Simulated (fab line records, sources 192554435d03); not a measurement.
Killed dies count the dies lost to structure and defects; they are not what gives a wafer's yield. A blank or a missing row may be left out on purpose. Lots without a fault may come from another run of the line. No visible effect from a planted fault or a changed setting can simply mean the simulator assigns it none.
Chamber matching / flow n5 finfet / N5_BEOL_M13_ETCH_38 on rie diel-05 has 4 sister chambers
The step etches SiCN in CF4/N2, target depth 67.5 nm, time 71.9 s. 4 wafers are shown with their chamber, then 8 later ones without.

== WAFERS PAIRED WITH THEIR CHAMBERS ==
wafer=L088.2; chamber=3; drypump motor current A (A)=6.4
wafer=L088.4; chamber=2; drypump motor current A (A)=5.9
wafer=L088.6; chamber=0; drypump motor current A (A)=5.8
wafer=L087.1; chamber=1; drypump motor current A (A)=5.7

== WAFERS MISSING THEIR CHAMBER ==
wafer=L087.4; drypump motor current A (A)=5.9
wafer=L087.5; drypump motor current A (A)=6.4
wafer=L090.3; drypump motor current A (A)=5.6
wafer=L090.5; drypump motor current A (A)=6.4
wafer=L090.6; drypump motor current A (A)=5.9
wafer=L091.1; drypump motor current A (A)=5.8
wafer=L091.2; drypump motor current A (A)=5.7
wafer=L091.6; drypump motor current A (A)=6.4

== WHICH CHAMBER EACH WENT THROUGH ==
wafer=L087.4; from the rows above=2; in truth=2
wafer=L087.5; from the rows above=3; in truth=3
wafer=L090.3; from the rows above=1; in truth=1
wafer=L090.5; from the rows above=3; in truth=3
wafer=L090.6; from the rows above=2; in truth=2
wafer=L091.1; from the rows above=0; in truth=0
wafer=L091.2; from the rows above=1; in truth=1
wafer=L091.6; from the rows above=3; in truth=3
Placed correctly: 8 of 8. From these rows, 0 cannot be placed. Placed wrongly: 0.
How it was worked out, from the rows above alone: a wafer's distance from a chamber is the root of the sum, over the readings, of the square of ((its reading less the chamber's mean) divided by the reading's scatter). The wafer belongs to the nearest chamber; if the next one is less than 2 further off, it can't be placed. For every chamber, the mean is computed from those of its wafers that are shown. The scatter: root of mean squared gap, hidden wafer to nearest shown wafer, with one shown wafer a chamber.
